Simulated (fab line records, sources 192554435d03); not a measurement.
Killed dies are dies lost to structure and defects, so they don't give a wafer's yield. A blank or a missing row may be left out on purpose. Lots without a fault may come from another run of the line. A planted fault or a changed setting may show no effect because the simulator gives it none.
One fault seen from 3 desks | flow n5_finfet | each desk has only its own numbers; what lay behind them comes last

THE DEFECT DESK
What the inspections along the route counted, lot by lot: means of the sampled wafers that have a number. A lot is out of limits, marked OUT, if its mean lies more than 4 standard deviations from the usual mean; the brackets give that distance.
Columns: A = raw_defect_count at N5_BEOL_M8_INSPECT_58, usual 71; B = raw_defect_count at N5_BEOL_M9_INSPECT_13, usual 429
lot  | first seen here | A   | B
L819 | day 9 21:29     | 46  | 363
L824 | day 10 18:43    | 61  | 354
L831 | day 12 12:14    | 90  | 474
L832 | day 12 13:13    | 101 | 507
L837 | day 14 18:26    | 71  | 392
L841 | day 15 07:09    | 71  | 418
This desk's finding: nothing out of limits on any of the 6 lots.

THE TOOL OWNER'S DESK: pecvd-01
The tool's own readings at N5_BEOL_M9_PECVD_70 (deposits SiO2 from TEOS/O2, target thk 20 nm, time 22.7 s): means of the sampled wafers that have a number, for each lot that ran on this tool. A lot is out of limits, marked OUT, if its mean lies more than 4 standard deviations from the usual mean; the brackets give that distance.
Columns: A = heater_power_w at N5_BEOL_M9_PECVD_70, usual 791 W; B = showerhead_plenum_p_Torr at N5_BEOL_M9_PECVD_70, usual 8.79 Torr; C = throttle_valve_pct at N5_BEOL_M9_PECVD_70, usual 22.2 %
lot  | first seen here | A   | B    | C
L819 | day 9 22:11     | 854 | 8.80 | 21.9
L824 | day 10 19:29    | 843 | 8.78 | 22.2
L831 | day 12 12:53    | 825 | 8.79 | 22.1
L832 | day 12 13:54    | 983 | 8.78 | 22.1
This desk's finding: nothing out of limits on any of the 4 lots.

THE METROLOGY DESK
What the gauges read, lot by lot, whatever tool the lot ran on: means of the sampled wafers that have a number. A lot is out of limits, marked OUT, if its mean lies more than 4 standard deviations from the usual mean; the brackets give that distance.
Columns: A = M8_THK at N5_BEOL_M8_THK_MEAS_53, usual 81 nm; B = M8_RS at N5_BEOL_M8_RS_MEAS_57, usual 0.283 ohm/sq; C = M9_ILD_THK at N5_BEOL_M9_THK_MEAS_01, usual 270 nm; D = cd_nm at N5_BEOL_M9_CD_MEAS_11, usual 64.0 nm; E = M9_OVL at N5_BEOL_M9_OVL_MEAS_12, usual 0.7 nm; F = cd_nm at N5_BEOL_M9_CD_MEAS_18, usual 69.9 nm
lot  | first seen here | A  | B     | C   | D    | E   | F
L819 | day 9 21:20     | 85 | 0.270 | 272 | 64.0 | 0.9 | 69.8
L824 | day 10 18:34    | 78 | 0.298 | 264 | 63.2 | 0.8 | 69.3
L831 | day 12 12:02    | 81 | 0.282 | 270 | 64.6 | 0.4 | 70.2
L832 | day 12 13:01    | 81 | 0.281 | 267 | 64.1 | 1.2 | 70.4
L837 | day 14 18:17    | 79 | 0.287 | 268 | 63.8 | 0.8 | 69.3
L841 | day 15 06:59    | 81 | 0.279 | 273 | 64.2 | 1.6 | 70.2
This desk's finding: nothing out of limits on any of the 6 lots.

PUT TOGETHER
The defect desk saw nothing out of limits.
The tool owner's desk saw nothing out of limits.
The metrology desk saw nothing out of limits.

WHAT THE SIMULATOR HAD PUT IN
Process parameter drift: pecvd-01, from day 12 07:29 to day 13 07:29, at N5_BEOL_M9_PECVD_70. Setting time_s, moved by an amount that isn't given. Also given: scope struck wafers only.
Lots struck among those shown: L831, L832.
